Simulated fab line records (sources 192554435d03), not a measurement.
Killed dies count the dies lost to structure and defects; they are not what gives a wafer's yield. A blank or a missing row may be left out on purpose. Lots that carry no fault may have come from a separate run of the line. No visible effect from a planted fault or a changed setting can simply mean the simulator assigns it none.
Chamber matching || flow n5-finfet || uv-cure-03 running N5_BEOL_M5_CURE_80: 3 sister chambers
The step cures SiCOH lowk, time 120 s. 6 wafers are shown with their chamber, then 9 later ones without.

== WAFERS PAIRED WITH THEIR CHAMBERS ==
{"wafer": "L081.2", "chamber": 2, "wafer_temp_C_max": 373.4, "lamp-power-pct (%)": 52.32}
{"wafer": "L081.5", "chamber": 2, "wafer_temp_C_max": 373.9, "lamp-power-pct (%)": 52.36}
{"wafer": "L084.5", "chamber": 1, "wafer_temp_C_max": 372.0, "lamp-power-pct (%)": 52.29}
{"wafer": "L084.6", "chamber": 1, "wafer_temp_C_max": 372.7, "lamp-power-pct (%)": 52.30}
{"wafer": "L092.3", "chamber": 0, "wafer_temp_C_max": 371.2, "lamp-power-pct (%)": 52.24}
{"wafer": "L092.4", "chamber": 0, "wafer_temp_C_max": 370.9, "lamp-power-pct (%)": 52.29}

== WAFERS WHOSE CHAMBER IS MISSING ==
{"wafer": "L092.2", "wafer_temp_C_max": 371.3, "lamp-power-pct (%)": 52.27}
{"wafer": "L092.5", "wafer_temp_C_max": 371.5, "lamp-power-pct (%)": 52.29}
{"wafer": "L092.6", "wafer_temp_C_max": 371.8, "lamp-power-pct (%)": 52.30}
{"wafer": "L094.4", "wafer_temp_C_max": 373.1, "lamp-power-pct (%)": 52.34}
{"wafer": "L094.5", "wafer_temp_C_max": 372.8, "lamp-power-pct (%)": 52.31}
{"wafer": "L094.6", "wafer_temp_C_max": 372.4, "lamp-power-pct (%)": 52.32}
{"wafer": "L096.1", "wafer_temp_C_max": 372.0, "lamp-power-pct (%)": 52.29}
{"wafer": "L096.2", "wafer_temp_C_max": 371.7, "lamp-power-pct (%)": 52.29}
{"wafer": "L096.4", "wafer_temp_C_max": 371.2, "lamp-power-pct (%)": 52.32}

== THE CHAMBER EACH PASSED THROUGH ==
{"wafer": "L092.2", "from the rows above": 0, "in truth": 0}
{"wafer": "L092.5", "from the rows above": "can't be placed: 0 or 1", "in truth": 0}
{"wafer": "L092.6", "from the rows above": "can't be placed: 1 or 0", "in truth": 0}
{"wafer": "L094.4", "from the rows above": "can't be placed: 2 or 1", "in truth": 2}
{"wafer": "L094.5", "from the rows above": "can't be placed: 1 or 2", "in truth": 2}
{"wafer": "L094.6", "from the rows above": 1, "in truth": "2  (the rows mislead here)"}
{"wafer": "L096.1", "from the rows above": "can't be placed: 1 or 0", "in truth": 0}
{"wafer": "L096.2", "from the rows above": "can't be placed: 1 or 0", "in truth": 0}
{"wafer": "L096.4", "from the rows above": "can't be placed: 0 or 1", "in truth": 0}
Correct placement for 1 of the 9. These rows do not allow placing 7 (true chamber among the candidates in 7). Wrongly placed: 1.
How it was worked out, from the rows above alone: a wafer's distance from a chamber is the root of the sum, over the readings, of the square of ((its reading less the chamber's mean) divided by the reading's scatter). The wafer belongs to the nearest chamber; if the next one is less than 2 further off, it can't be placed. A chamber's mean is the mean of its shown wafers. The scatter: take each reading less its chamber's mean, square it, sum over the shown wafers, divide by the number of wafers less the number of chambers, and take the root.
